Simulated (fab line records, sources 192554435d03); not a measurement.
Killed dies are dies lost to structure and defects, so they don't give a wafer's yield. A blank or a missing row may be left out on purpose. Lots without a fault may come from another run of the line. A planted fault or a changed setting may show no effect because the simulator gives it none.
Split-lot experiment | flow n5_finfet | 7 lots, 21 wafers read, on a route of 1938 steps

THE SPLIT
At N5_BEOL_M8_PEB_09 (peb time 60 s), the setting peb_time_s was moved away from the recipe's 60 s on 11 of the 21 wafers read, by -20.0% to +14.6%. The other wafers ran this setting at the recipe's value.

FROM THE SPLIT TO THE READING: what the file shows between them, 9 steps
- N5_BEOL_M8_DEVELOP_10: develop time 30 s
- N5_BEOL_M8_CD_MEAS_11: target cd 38.5 nm
- N5_BEOL_M8_DESCUM_16: chemistry O2, time 7.9 s
- N5_BEOL_M8_ETCH_61: etches SiARC in CF4, target depth 45.5 nm, time 75.8 s
- N5_BEOL_M8_ETCH_62: etches SOC in N2/H2, target depth 110 nm, overetch 22 nm, time 165 s
- N5_BEOL_M8_STRIP_68: strips in N2/H2
- N5_BEOL_M8_STRIP_67: strips in CF4
- N5_BEOL_M8_HM_OPEN_17: chemistry Cl2/BCl3, target TiN, target depth 20 nm, overetch 6 nm
- N5_BEOL_M8_STRIP_19: strips in O2

THE READING
cd_nm, in nm, at N5_BEOL_M8_CD_MEAS_18 (pitch 80 nm, target cd 40 nm). Fault-free wafers of this fab line usually give 40.3 nm, standard deviation 0.62 nm.

wafer  | tool, chamber at the split | peb_time_s as run, s | against the recipe | cd_nm, nm | against lot-mates on the recipe
L075.1 | litho_track-03, 0          | 67.92                | +13.2%             | 43.6      | +4.1
L075.4 | litho_track-03, 0          | 60                   | recipe             | 39.5      | -
L075.5 | litho_track-03, 0          | 67.92                | +13.2%             | 42.8      | +3.3
L083.2 | litho_track-04, 0          | 51.5                 | -14.2%             | 35.9      | -4.1
L083.4 | litho_track-04, 0          | 51.5                 | -14.2%             | 35.7      | -4.3
L083.6 | litho_track-04, 0          | 60                   | recipe             | 40.0      | -
L082.1 | litho_track-01, 0          | 60                   | recipe             | 40.1      | -
L082.4 | litho_track-01, 0          | 53.45                | -10.9%             | 37.4      | -2.7
L082.5 | litho_track-01, 0          | 53.45                | -10.9%             | 37.6      | -2.5
L090.1 | litho_track-04, 0          | 60                   | recipe             | 40.3      | -
L090.3 | litho_track-04, 0          | 68.75                | +14.6%             | 43.8      | +3.5
L090.6 | litho_track-04, 0          | 68.75                | +14.6%             | 43.6      | +3.3
L096.2 | litho_track-04, 0          | 60                   | recipe             | 41.2      | -
L096.4 | litho_track-04, 0          | 47.99                | -20.0%             | 35.4      | -5.8
L096.6 | litho_track-04, 0          | 47.99                | -20.0%             | 34.6      | -6.6
L092.1 | litho_track-01, 0          | 60                   | recipe             | 38.8      | -
L092.2 | litho_track-01, 0          | 49.61                | -17.3%             | 34.7      | -5.0
L092.4 | litho_track-01, 0          | 60                   | recipe             | 40.6      | -
L094.1 | litho_track-04, 0          | 60                   | recipe             | 39.9      | -
L094.2 | litho_track-04, 0          | 60                   | recipe             | 39.8      | -
L094.6 | litho_track-04, 0          | 60                   | recipe             | 40.5      | -

THE FIT
A straight line over all 21 wafers: cd_nm changes by +0.261 nm for each +1% of peb_time_s; r = +0.98; the points scatter about the line by 0.57 nm.
The same after taking each lot's own level away (the mean of its wafers on the recipe; 21 wafers): +0.279 nm for each +1%; r = +0.99; scatter 0.49 nm.
On that fit, the largest move of peb_time_s shifts the reading by 5.6 nm.
The lots' own levels span 39.50 to 41.20 nm, that is 2.7 times the standard deviation above.
So the lot-to-lot level changes the slope little: the two slopes agree.
Check: with one of the wafers moved furthest among these (-20.0%) left out of the fit, the line predicts -5.67 nm for it against its lot-mates. It came out at -5.8 nm against them.

OTHER SPLITS ON THESE WAFERS
These wafers also went through other splits before the reading. Each is held against what the fit with the lots' levels taken away leaves over:
other split on the same wafers    | wafers away from the commonest value | r with cd_nm (lot level and that fit taken away)
N5_BEOL_M7_EXPOSE_08 dose_mj      | 7                                    | +0.10
N5_BEOL_M8_HM_DEP_02 target_thk_a | 4                                    | -0.08

THE WHOLE CHAIN: every reading that the file lists as answering this split, in the file's order
step                  | what it does                                           | reading                                                               | change (the file's fit)               | r (the file's)
N5_BEOL_M8_CD_MEAS_11 | target cd 38.5 nm                                      | cd_nm                                                                 | +0.262 nm for each +1% of the setting | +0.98
N5_BEOL_M8_ETCH_61    | etches SiARC in CF4, target depth 45.5 nm, time 75.8 s | BEOL_M8.cd_offset_nm (the simulator's own value, which no gauge read) | +0.28 nm for each +1% of the setting  | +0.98
N5_BEOL_M8_CD_MEAS_18 | pitch 80 nm, target cd 40 nm                           | cd_nm                                                                 | +0.28 nm for each +1% of the setting  | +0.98

THE FILE'S OWN FIT
cd_nm changes by +0.28 nm for each +1% of peb_time_s, r = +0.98.
